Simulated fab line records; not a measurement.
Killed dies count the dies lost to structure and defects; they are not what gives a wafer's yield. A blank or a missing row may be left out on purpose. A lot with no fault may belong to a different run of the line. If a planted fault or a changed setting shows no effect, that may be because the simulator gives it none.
Chamber matching -- flow nandHarc -- NHARC_A_BONDPAD_DESCUM_11 on rieDiel-03: 4 sister chambers
The step chemistry O2, time 3 s. 4 wafers are shown with their chamber, then 8 later ones without.

== WAFERS, EACH WITH ITS CHAMBER ==
wafer,chamber,drypumpMotorCurrentA (A)
L950.6,1,6.1
L951.2,3,5.1
L951.3,2,5.8
L956.2,0,5.5

== WAFERS WITH NO CHAMBER GIVEN ==
wafer,drypumpMotorCurrentA (A)
L956.3,6.1
L956.5,5.9
L958.2,5.5
L958.3,5.9
L958.6,5.5
L965.1,5.5
L965.3,5.1
L965.5,5.5

== WHICH CHAMBER EACH ONE RAN IN ==
wafer,from the rows above,in truth
L956.3,1,1
L956.5,can't be placed: 2 or 1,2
L958.2,0,0
L958.3,can't be placed: 2 or 1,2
L958.6,0,0
L965.1,0,0
L965.3,3,3
L965.5,0,0
Placed correctly: 6 of 8. Cannot be placed on the basis of these rows: 2; the candidates contain the true chamber in 2. Placed wrongly: 0.
How it was worked out, from the rows above alone: a wafer's distance from a chamber is the root of the sum, over the readings, of the square of ((its reading less the chamber's mean) divided by the reading's scatter). The wafer belongs to the nearest chamber; if the next one is less than 2 further off, it can't be placed. Each chamber's mean is taken over the wafers shown for it. The scatter: root of mean squared gap, hidden wafer to nearest shown wafer, with one shown wafer a chamber.
